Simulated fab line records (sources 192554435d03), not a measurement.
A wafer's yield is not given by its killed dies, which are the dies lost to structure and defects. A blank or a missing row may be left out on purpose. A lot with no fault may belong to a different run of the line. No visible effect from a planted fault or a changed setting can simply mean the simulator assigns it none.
fab line records	flow n5-finfet
record lots=7	wafers=21
route steps=1938 shown BEOL_M11@1546 BEOL_M12@1605 BEOL_M13@1659
start-h: the number of hours between the record's first day and the start of the first shown wafer of the lot	wait-h: hours since the lot's step before	" the same as in the row above	L1.1+2: a row that stands for several wafers	- either no value or no given start	* or withheld: withheld	< > ~ a bound
route shown NAME@n: a module of which the file shows steps, and the number in the route of the first	usual: mean and standard deviation over wafers with no fault	same: alike in all rows	chamber/n: place in a boat	sites: each site's reading	_std_site: the values' standard deviation	_edge_site: inner sites' mean taken away from outer sites' mean	radius-mm: how far each site lies from the wafer's centre	mask NAME#n: copy n	behind: tool/chamber where the wafer was last shaped	hold: why the lot went on hold/how many hours it stayed there/how the hold came to an end	device: the transistor (n, p or np) that didn't switch	end of line: the route-end tests of the same wafers	a step with no rows: only its recipe	killed: dies lost to structure and defects at the first sort, not the wafer's yield	map: a wafer's dies, x killed, . not, _ none there
set.NAME: the setting the step ran with; set.NAME@STEP: the setting that earlier step ran with	model.NAME: the simulator's own value behind a step, which no gauge read
one table per step and one row per wafer, for lots whose settings were changed on purpose
## steps
# step N5_BEOL_M11_EXPOSE_08
# recipe mask-id=M11	na=1.35	source-shape=dipole	sigma-inner=0.411	sigma-outer=0.611	polarization=te	dose-mj=53.75
lot.wafer	tool	chamber	start-h	wait-h	mask	set.dose-mj
L076.1+4+5	arfi-scanner-03	0	247.11	-	M11#0	53.75
L075.2	arfi-scanner-01	0	258.09	-	M11#0	53.75
L075.3+4	"	0	"	"	M11#0	57.32
L078.1+4+6	arfi-scanner-01	0	275.14	-	M11#0	53.75
L084.1+2+5	arfi-scanner-03	0	295.75	-	M11#0	53.75
L090.1+4	arfi-scanner-02	0	352.16	-	M11#0	53.75
L090.2	"	0	"	"	M11#0	50.25
L095.1+6	arfi-scanner-01	0	379.89	-	M11#0	56.71
L095.2	"	0	"	"	M11#0	53.75
L094.1+5	arfi-scanner-03	0	380.14	-	M11#0	53.75
L094.3	"	0	"	"	M11#0	55.56
# step N5_BEOL_M11_PEB_09
# recipe peb-temp-c=withheld	peb-time-s=60	resist=CAR-ArF
# step N5_BEOL_M11_DEVELOP_10
# recipe develop-time-s=30	developer=TMAH	resist=CAR-ArF	rinse-liquid=diw	dry=air-spin	dev-temp-c=23
# step N5_BEOL_M11_CD_MEAS_11
# recipe target-cd-nm=64.1	landing-energy-ev=500	detector=se-inlens	polarity=opening
# usual cd-nm=64.4/0.5
lot.wafer	tool	chamber	start-h	wait-h	set.dose-mj@BEOL_M11_EXPOSE_08	cd-nm
L076.1	cd-sem-01	0	247.24	-	53.75	64.7
L076.4	"	0	"	"	53.75	64.2
L076.5	"	0	"	"	53.75	64.3
L075.2	cd-sem-02	0	258.21	-	53.75	64.3
L075.3	"	0	"	"	57.32	68.2
L075.4	"	0	"	"	57.32	68.4
L078.1	cd-sem-01	0	275.27	-	53.75	63.7
L078.4	"	0	"	"	53.75	63.3
L078.6	"	0	"	"	53.75	64.4
L084.1	cd-sem-03	0	295.88	-	53.75	64.1
L084.2	"	0	"	"	53.75	64.0
L084.5	"	0	"	"	53.75	64.1
L090.1	cd-sem-02	0	352.29	-	53.75	64.2
L090.2	"	0	"	"	50.25	60.4
L090.4	"	0	"	"	53.75	63.9
L095.1	cd-sem-01	0	380.02	-	56.71	67.5
L095.2	"	0	"	"	53.75	64.7
L095.6	"	0	"	"	56.71	66.9
L094.1	cd-sem-01	0	380.26	-	53.75	64.8
L094.3	"	0	"	"	55.56	67.0
L094.5	"	0	"	"	53.75	64.6
# step N5_BEOL_M11_DESCUM_16
# recipe chemistry=O2	time-s=7.9	source-power-w=50	bias-power-w=20	pressure-mtorr=20	rf-frequency-hz=2.712e+07	temp-c=40	resist=CAR-ArF	o2-flow-sccm=225
# step N5_BEOL_M11_ETCH_61
# recipe chemistry=CF4	target=SiARC	target-depth-a=390	mask-material=CAR-ArF	time-s=65	ion-energy-ev=80	pressure-mtorr=40	source-w=545	bias-w=36	Ar_flow_sccm=100	cf4-flow-sccm=100	ends=cleared
lot.wafer	tool	chamber	start-h	wait-h	set.dose-mj@BEOL_M11_EXPOSE_08	model.BEOL_M11.cd-offset-nm
L076.1	rie-diel-02	2	247.36	0.0	53.75	0.2
L076.4+5	"	0,2	"	"	53.75	0
L075.2	rie-diel-06	0	258.34	0.0	53.75	0
L075.3	"	2	"	"	57.32	4
L075.4	"	0	"	"	57.32	4.2
L078.1+6	rie-diel-04	2,0	275.39	0.0	53.75	-0.2
L078.4	"	0	"	"	53.75	-1.2
L084.1	rie-diel-06	2	296.00	0.0	53.75	-0.8
L084.2	"	0	"	"	53.75	0.4
L084.5	"	2	"	"	53.75	0
L090.1	rie-diel-06	2	352.41	0.0	53.75	0
L090.2	"	3	"	"	50.25	-3.6
L090.4	"	0	"	"	53.75	-0.6
L095.1	rie-diel-04	0	380.14	0.0	56.71	3.4
L095.2	"	3	"	"	53.75	0.6
L095.6	"	0	"	"	56.71	2.6
L094.1	rie-diel-04	1	380.72	0.0	53.75	1.2
L094.3	"	3	"	"	55.56	3.2
L094.5	"	2	"	"	53.75	0.4
# step N5_BEOL_M11_ETCH_62
# recipe chemistry=N2/H2	target=SOC	target-depth-a=1100	overetch-a=220	mask-material=SiARC	temp-c=40	time-s=165	ion-energy-ev=200	pressure-mtorr=30	source-w=840	bias-w=150	n2-flow-sccm=200	h2-flow-sccm=200
lot.wafer	tool	chamber	start-h	wait-h	set.dose-mj@BEOL_M11_EXPOSE_08	model.BEOL_M11.cd-offset-nm
L076.1+5	rie-diel-02	2	247.41	0.0	53.75	0
L076.4	"	0	"	"	53.75	-0.4
L075.2	rie-diel-06	0	258.39	0.0	53.75	0.2
L075.3	"	2	"	"	57.32	4
L075.4	"	0	"	"	57.32	4.4
L078.1	rie-diel-04	2	275.44	0.0	53.75	-0.4
L078.4	"	0	"	"	53.75	-1
L078.6	"	0	"	"	53.75	0
L084.1	rie-diel-06	2	296.05	0.0	53.75	-1.2
L084.2	"	0	"	"	53.75	0.4
L084.5	"	2	"	"	53.75	-0.2
L090.1+4	rie-diel-06	2,0	352.46	0.0	53.75	-0.2
L090.2	"	3	"	"	50.25	-3.8
L095.1	rie-diel-04	0	380.19	0.0	56.71	3.4
L095.2	"	3	"	"	53.75	0.6
L095.6	"	0	"	"	56.71	2.8
L094.1	rie-diel-04	1	380.77	0.0	53.75	1.2
L094.3	"	3	"	"	55.56	3.4
L094.5	"	2	"	"	53.75	0.2
# step N5_BEOL_M11_STRIP_68
# recipe chemistry=N2/H2	temp-c=40	n2-flow-sccm=200	h2-flow-sccm=200	rf-frequency-hz=6e+07
# step N5_BEOL_M11_STRIP_67
# recipe chemistry=CF4	resist=SiARC	power-w=300	bias-power-w=75	pressure-mtorr=50	cf4-flow-sccm=150	rf-frequency-hz=6e+07
# step N5_BEOL_M11_HM_OPEN_17
# recipe chemistry=Cl2/BCl3	target-depth-a=200	overetch-a=60	target=TiN	mask-material=SOC	ion-energy-ev=150	pressure-mtorr=10	icp-w=1000	bias-w=126	Cl2_flow_sccm=53.25	bcl3-flow-sccm=21.75	Ar_flow_sccm=25
lot.wafer	tool	chamber	start-h	wait-h	set.dose-mj@BEOL_M11_EXPOSE_08	model.BEOL_M11.cd-offset-nm
L076.1	rie-metal-01	0	247.60	0.0	53.75	0
L076.4+5	"	1	"	"	53.75	-0.2
L075.2	rie-metal-01	0	258.57	0.0	53.75	0.2
L075.3	"	1	"	"	57.32	4
L075.4	"	0	"	"	57.32	4.4
L078.1	rie-metal-03	0	275.63	0.0	53.75	-0.6
L078.4	"	0	"	"	53.75	-1.2
L078.6	"	0	"	"	53.75	-0.2
L084.1	rie-metal-02	1	296.27	0.1	53.75	-1.4
L084.2	"	0	"	"	53.75	0.2
L084.5	"	0	"	"	53.75	-0.2
L090.1+4	rie-metal-03	1	352.65	0.0	53.75	-0.2
L090.2	"	0	"	"	50.25	-4
L095.1	rie-metal-03	1	380.38	0.0	56.71	3.6
L095.2	"	1	"	"	53.75	0.6
L095.6	"	1	"	"	56.71	3.2
L094.1	rie-metal-03	1	380.95	0.0	53.75	1.4
L094.3	"	1	"	"	55.56	3.4
L094.5	"	1	"	"	53.75	0.2
# step N5_BEOL_M11_STRIP_19
# recipe chemistry=O2	power-w=400	temp-c=40	pressure-mtorr=30	rf-frequency-hz=6e+07	bias-power-w=0	overash-fraction=0.2	o2-flow-sccm=225
# step N5_BEOL_M11_CD_MEAS_18
# recipe pitch-nm=140	target-cd-nm=70
# usual cd-nm=70.1/0.66
lot.wafer	tool	chamber	start-h	wait-h	set.dose-mj@BEOL_M11_EXPOSE_08	cd-nm
L076.1	cd-sem-03	-	247.78	0.0	53.75	70.1
L076.4	"	-	"	"	53.75	69.7
L076.5	"	-	"	"	53.75	70.0
L075.2	cd-sem-02	-	258.76	0.1	53.75	70.3
L075.3	"	-	"	"	57.32	74.1
L075.4	"	-	"	"	57.32	74.2
L078.1	cd-sem-03	-	275.82	0.1	53.75	69.3
L078.4	"	-	"	"	53.75	69.0
L078.6	"	-	"	"	53.75	70.3
L084.1	cd-sem-03	-	296.45	0.0	53.75	68.8
L084.2	"	-	"	"	53.75	70.2
L084.5	"	-	"	"	53.75	69.6
L090.1	cd-sem-02	-	352.83	0.0	53.75	69.9
L090.2	"	-	"	"	50.25	65.6
L090.4	"	-	"	"	53.75	69.4
L095.1	cd-sem-01	-	380.71	0.0	56.71	73.5
L095.2	"	-	"	"	53.75	70.6
L095.6	"	-	"	"	56.71	73.0
L094.1	cd-sem-02	-	381.35	0.0	53.75	71.6
L094.3	"	-	"	"	55.56	73.2
L094.5	"	-	"	"	53.75	70.1
# step N5_BEOL_M11_COAT_63
# recipe resist=SOC	temp-c=250	time-s=60	spin-rpm=1500	resist-thk-nm=100
# step N5_BEOL_M11_COAT_64
# recipe resist=SiARC	temp-c=220	time-s=60	spin-rpm=1500	resist-thk-nm=30
# step N5_BEOL_M11_STRIP_77
# recipe chemistry=N2/H2	time-s=10	power-w=450	temp-c=40	pressure-mtorr=20	rf-frequency-hz=6e+07	bias-power-w=7	n2-flow-sccm=200	h2-flow-sccm=200
# step N5_BEOL_M11_HM_STRIP_39
# recipe chemistry=peroxide-tin-strip	material=TiN	target-depth-a=250	temp-c=50	time-s=158
lot.wafer	tool	chamber	start-h	wait-h	set.temp-c@BEOL_M11_PECVD_70	model.SiO2_of_BEOL_M11_PECVD_70.thk-nm
L076.1	wet-bench-03	0	252.48	0.0	400	19.6
L076.4	"	7	"	"	388.1	21.2
L076.5	"	3	"	"	400	20
L075.2	wet-bench-03	6	260.68	0.0	391.6	20.6
L075.3	"	5	"	"	400	20
L075.4	"	1	"	"	391.6	21.2
L078.1	wet-bench-03	7	276.89	0.0	400	19.2
L078.4	"	6	"	"	400	20.4
L078.6	"	4	"	"	400	20.2
L084.1	wet-bench-04	2	299.52	0.0	400	19.4
L084.2+5	"	0,4	"	"	400	19.6
L090.1	wet-bench-03	0	354.93	0.0	400	20
L090.2	"	3	"	"	382.7	22
L090.4	"	7	"	"	382.7	22.4
L095.1	wet-bench-04	0	383.32	0.0	400	19.2
L095.2	"	1	"	"	400	20
L095.6	"	3	"	"	400	19.8
L094.1	wet-bench-03	2	383.34	0.0	415.7	17.6
L094.3	"	3	"	"	400	19.6
L094.5	"	5	"	"	415.7	17.8
# step N5_BEOL_M11_SRD_40
# recipe time-s=30	temp-c=23	rinse-liquid=diw	dry=ipa-marangoni
# step N5_BEOL_M11_PRECLEAN_42
# recipe chemistry=residue-remover	time-s=60	temp-c=40
# step N5_BEOL_M11_SRD_43
# recipe time-s=30	temp-c=23	rinse-liquid=diw	dry=ipa-marangoni
# step N5_BEOL_M11_CD_MEAS_35
# recipe target-cd-nm=70	polarity=opening
# usual cd-nm=70.1/0.69
lot.wafer	tool	chamber	start-h	wait-h	set.dose-mj@BEOL_M11_EXPOSE_08	cd-nm
L076.1	cd-sem-01	-	252.60	0.0	53.75	70.3
L076.4	"	-	"	"	53.75	69.9
L076.5	"	-	"	"	53.75	69.6
L075.2	cd-sem-02	-	260.80	0.0	53.75	70.0
L075.3	"	-	"	"	57.32	74.0
L075.4	"	-	"	"	57.32	74.5
L078.1	cd-sem-01	-	277.01	0.0	53.75	69.4
L078.4	"	-	"	"	53.75	68.9
L078.6	"	-	"	"	53.75	69.8
L084.1	cd-sem-02	-	299.64	0.0	53.75	68.5
L084.2	"	-	"	"	53.75	69.6
L084.5	"	-	"	"	53.75	69.5
L090.1	cd-sem-01	-	355.05	0.0	53.75	69.3
L090.2	"	-	"	"	50.25	66.1
L090.4	"	-	"	"	53.75	69.9
L095.1	cd-sem-02	-	383.45	0.0	56.71	73.9
L095.2	"	-	"	"	53.75	70.4
L095.6	"	-	"	"	56.71	73.3
L094.1	cd-sem-02	-	383.46	0.0	53.75	71.5
L094.3	"	-	"	"	55.56	73.6
L094.5	"	-	"	"	53.75	70.6
# step N5_BEOL_M12_COAT_04
# recipe spin-rpm=1625	resist-thk-nm=400
lot.wafer	tool	chamber	start-h	wait-h	set.spin-rpm	model.coat_of_BEOL_M12_COAT_04.thk-nm
L076.1	litho-track-04	0	-	-	1625	401.2
L076.4	"	0	"	"	1737	389
L076.5	"	0	"	"	1737	387
L075.2+4	litho-track-05	0	-	-	1625	398.4
L075.3	"	0	"	"	1500	414.2
L078.1	litho-track-05	0	-	-	1625	400
L078.4	"	0	"	"	1625	400.4
L078.6	"	0	"	"	1625	399.4
L084.1	litho-track-03	0	-	-	1625	399.2
L084.2	"	0	"	"	1625	399.8
L084.5	"	0	"	"	1625	400.2
L090.1+4	litho-track-04	0	-	-	1625	399.6
L090.2	"	0	"	"	1481	417.8
L094.1	litho-track-05	0	-	-	1625	397.6
L094.3	"	0	"	"	1625	399.2
L094.5	"	0	"	"	1730	387.8
L095.1	litho-track-03	0	-	-	1625	399.6
L095.2	"	0	"	"	1574	405.2
L095.6	"	0	"	"	1574	405
# step N5_BEOL_M12_PEB_08
# recipe peb-temp-c=130	peb-time-s=90
lot.wafer	tool	chamber	start-h	wait-h	set.peb-time-s
L076.1+5	litho-track-03	0	255.50	0.1	105.8
L076.4	"	0	"	"	90
L075.2+3+4	litho-track-03	0	263.59	0.0	90
L078.1+4+6	litho-track-05	0	280.86	0.1	90
L084.1+2+5	litho-track-03	0	302.78	0.1	90
L090.1+2+4	litho-track-04	0	359.59	0.1	90
L094.1+3	litho-track-05	0	387.40	0.1	90
L094.5	"	0	"	"	97.26
L095.1+2	litho-track-03	0	387.47	0.1	90
L095.6	"	0	"	"	73
# step N5_BEOL_M12_DEVELOP_09
# recipe develop-time-s=45	rinse-liquid=diw	dry=air-spin	dev-temp-c=21
# step N5_BEOL_M12_HARDBAKE_14
# recipe temp-c=130	time-s=120
# step N5_BEOL_M12_DESCUM_15
# recipe chemistry=O2	time-s=7.9	source-power-w=50	bias-power-w=20	pressure-mtorr=20	rf-frequency-hz=2.712e+07	temp-c=40	o2-flow-sccm=225
# step N5_BEOL_M12_ETCH_59
# recipe chemistry=N2/H2	target=BARC	target-depth-a=890	overetch-a=267	time-s=67.9	ion-energy-ev=200	pressure-mtorr=30	source-w=840	bias-w=150	n2-flow-sccm=200	h2-flow-sccm=200
lot.wafer	tool	chamber	start-h	wait-h	set.spin-rpm@BEOL_M12_COAT_04	model.coat_of_BEOL_M12_COAT_04.thk-nm
L076.1	rie-diel-03	3	255.99	0.0	1625	316.2
L076.4	"	2	"	"	1737	308
L076.5	"	0	"	"	1737	302.6
L075.2	rie-diel-05	1	263.83	0.0	1625	313.6
L075.3	"	0	"	"	1500	333
L075.4	"	3	"	"	1625	318.4
L078.1	rie-diel-05	3	281.11	0.0	1625	320
L078.4	"	2	"	"	1625	314.4
L078.6	"	3	"	"	1625	318.4
L084.1	rie-diel-05	1	303.02	0.0	1625	314.4
L084.2	"	2	"	"	1625	314.8
L084.5	"	1	"	"	1625	315.6
L090.1	rie-diel-03	2	359.83	0.0	1625	319
L090.2	"	3	"	"	1481	332.2
L090.4	"	1	"	"	1625	318.8
L094.1	rie-diel-05	0	387.67	0.0	1625	317
L094.3	"	1	"	"	1625	315.2
L094.5	"	1	"	"	1730	303.2
L095.1	rie-diel-01	1	387.97	0.0	1625	316.6
L095.2	"	2	"	"	1574	323
L095.6	"	1	"	"	1574	322
# step N5_BEOL_M12_VIA_ETCH_16
# recipe chemistry=C4F8/O2/Ar	target=SiOC	pressure-mtorr=30	source-w=3000	bias-w=700	Ar_flow_sccm=400	C4F8_flow_sccm=15	O2_flow_sccm=8	he-inner-torr=15	he-outer-torr=30	target-depth-a=7248	time-s=withheld	ion-energy-ev=250	ends=cleared
lot.wafer	tool	chamber	start-h	wait-h	set.spin-rpm@BEOL_M12_COAT_04	model.coat_of_BEOL_M12_COAT_04.thk-nm
L076.1	rie-diel-03	3	256.04	0.0	1625	123.2
L076.4	"	2	"	"	1737	111.8
L076.5	"	0	"	"	1737	107
L075.2+4	rie-diel-05	1,3	263.88	0.0	1625	120.6
L075.3	"	0	"	"	1500	139.8
L078.1	rie-diel-05	3	281.19	0.1	1625	125
L078.4	"	2	"	"	1625	116.8
L078.6	"	3	"	"	1625	117
L084.1	rie-diel-05	1	303.07	0.0	1625	118
L084.2	"	2	"	"	1625	118.6
L084.5	"	1	"	"	1625	116.4
L090.1	rie-diel-03	2	359.88	0.0	1625	125
L090.2	"	3	"	"	1481	135.6
L090.4	"	1	"	"	1625	121.8
L094.1	rie-diel-05	0	387.73	0.0	1625	123.8
L094.3	"	1	"	"	1625	119.2
L094.5	"	1	"	"	1730	104.4
L095.1	rie-diel-01	1	388.02	0.0	1625	125.6
L095.2	"	2	"	"	1574	129
L095.6	"	1	"	"	1574	126.4
# step N5_BEOL_M12_STRIP_63
# recipe chemistry=N2/H2	power-w=1000	temp-c=250	h2-frac=0.65	overash-fraction=0.3	pressure-mtorr=1000	n2-flow-sccm=1750	h2-flow-sccm=3250
# usual strip-time-to-endpoint-s=42.1/1
lot.wafer	tool	chamber	start-h	wait-h	set.spin-rpm@BEOL_M12_COAT_04	strip-time-to-endpoint-s
L076.1	plasma-asher-02	1	256.24	-	1625	42.5
L076.4	"	0	"	"	1737	39.5
L076.5	"	1	"	"	1737	38.1
L075.2	plasma-asher-01	0	264.08	-	1625	41.8
L075.3	"	0	"	"	1500	47.0
L075.4	"	1	"	"	1625	41.9
L078.1	plasma-asher-02	0	281.48	-	1625	43.0
L078.4	"	0	"	"	1625	40.8
L078.6	"	1	"	"	1625	40.9
L084.1	plasma-asher-01	0	303.27	-	1625	41.2
L084.2	"	1	"	"	1625	41.3
L084.5	"	0	"	"	1625	40.7
L090.1	plasma-asher-02	1	360.08	-	1625	43.0
L090.2	"	0	"	"	1481	45.9
L090.4	"	0	"	"	1625	42.2
L094.1	plasma-asher-02	0	388.18	-	1625	42.7
L094.3	"	0	"	"	1625	41.5
L094.5	"	1	"	"	1730	37.4
L095.1	plasma-asher-02	1	388.36	-	1625	43.2
L095.2	"	0	"	"	1574	44.1
L095.6	"	0	"	"	1574	43.4
# step N5_BEOL_M13_ILD_DEP_00
# recipe material=SiOC	target-thk-a=8379.2	temp-c=350	precursor=DEMS/O2	pressure-torr=5	rf-w=500	time-s=166.4
lot.wafer	tool	chamber	start-h	wait-h	set.time-s	model.SiOC_of_BEOL_M13_ILD_DEP_00.thk-nm
L076.1	pecvd-01	0	260.03	0.0	166.4	828.6
L076.4	"	1	"	"	173.9	893
L076.5	"	1	"	"	173.9	887.2
L075.2	pecvd-04	1	268.29	0.0	166.4	832.4
L075.3	"	2	"	"	166.4	823.8
L075.4	"	2	"	"	166.4	833.4
L078.1	pecvd-04	2	287.46	0.0	166.4	811.4
L078.4	"	1	"	"	166.4	844
L078.6	"	2	"	"	166.4	834.2
L084.1	pecvd-04	1	308.66	0.0	156.4	799.8
L084.2	"	2	"	"	166.4	841.8
L084.5	"	1	"	"	156.4	801
L090.1	pecvd-04	2	364.58	0.0	166.4	837.2
L090.2	"	1	"	"	166.4	841.6
L090.4	"	1	"	"	166.4	837.8
L094.1	pecvd-02	2	393.38	0.0	166.4	837
L094.3	"	1	"	"	184	937.2
L094.5	"	0	"	"	166.4	830.8
L095.1	pecvd-01	1	393.65	0.0	166.4	828.8
L095.2	"	2	"	"	166.4	830
L095.6	"	2	"	"	166.4	830.8
# step N5_BEOL_M13_THK_MEAS_01
# recipe reads=SiOC_of_BEOL_M13_ILD_DEP_00
# usual M13_ILD_THK=841/11
lot.wafer	tool	chamber	start-h	wait-h	set.time-s@BEOL_M13_ILD_DEP_00	M13_ILD_THK[nm]
L076.1	film-metro-01	-	260.24	0.2	166.4	828
L076.4	"	-	"	"	173.9	893
L076.5	"	-	"	"	173.9	887
L075.2	film-metro-02	-	268.44	0.1	166.4	832
L075.3	"	-	"	"	166.4	823
L075.4	"	-	"	"	166.4	833
L078.1	film-metro-01	-	287.61	0.1	166.4	812
L078.4	"	-	"	"	166.4	844
L078.6	"	-	"	"	166.4	834
L084.1	film-metro-02	-	308.81	0.1	156.4	800
L084.2	"	-	"	"	166.4	841
L084.5	"	-	"	"	156.4	802
L090.1	film-metro-02	-	364.73	0.1	166.4	838
L090.2	"	-	"	"	166.4	842
L090.4	"	-	"	"	166.4	838
L094.1	film-metro-01	-	393.53	0.1	166.4	836
L094.3	"	-	"	"	184	938
L094.5	"	-	"	"	166.4	831
L095.1	film-metro-01	-	393.80	0.1	166.4	829
L095.2	"	-	"	"	166.4	830
L095.6	"	-	"	"	166.4	830
## key
split step=N5_BEOL_M11_EXPOSE_08	setting=dose-mj	stated=53.75	by=wafer
response step=N5_BEOL_M11_CD_MEAS_11	reading=cd-nm	change=+0.558	per=1%	r=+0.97
response step=N5_BEOL_M11_ETCH_61	reading=model.BEOL_M11.cd-offset-nm	change=+0.546	per=1%	r=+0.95
response step=N5_BEOL_M11_ETCH_62	reading=model.BEOL_M11.cd-offset-nm	change=+0.568	per=1%	r=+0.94
response step=N5_BEOL_M11_HM_OPEN_17	reading=model.BEOL_M11.cd-offset-nm	change=+0.589	per=1%	r=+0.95
response step=N5_BEOL_M11_CD_MEAS_18	reading=cd-nm	change=+0.579	per=1%	r=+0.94
response step=N5_BEOL_M11_CD_MEAS_35	reading=cd-nm	change=+0.597	per=1%	r=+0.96
split step=N5_BEOL_M12_COAT_04	setting=spin-rpm	stated=1625	by=wafer
response step=N5_BEOL_M12_COAT_04	reading=model.coat_of_BEOL_M12_COAT_04.thk-nm	change=-1.94	per=1%	r=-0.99
response step=N5_BEOL_M12_ETCH_59	reading=model.coat_of_BEOL_M12_COAT_04.thk-nm	change=-1.8	per=1%	r=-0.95
response step=N5_BEOL_M12_VIA_ETCH_16	reading=model.coat_of_BEOL_M12_COAT_04.thk-nm	change=-1.98	per=1%	r=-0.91
response step=N5_BEOL_M12_STRIP_63	reading=strip-time-to-endpoint-s	change=*	per=1%	r=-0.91
split step=N5_BEOL_M12_PEB_08	setting=peb-time-s	stated=90	by=wafer
response none clear
split step=N5_BEOL_M13_ILD_DEP_00	setting=time-s	stated=166.4	by=wafer
response step=N5_BEOL_M13_ILD_DEP_00	reading=model.SiOC_of_BEOL_M13_ILD_DEP_00.thk-nm	change=+9.62	per=1%	r=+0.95
response step=N5_BEOL_M13_THK_MEAS_01	reading=M13_ILD_THK	change=+9.66	per=1%	r=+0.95
split outside-this-file step=N5_BEOL_M11_PECVD_70 setting=temp-c
# split outside-this-file: this setting was split too, and the file shows its column; the key of that split is in another file
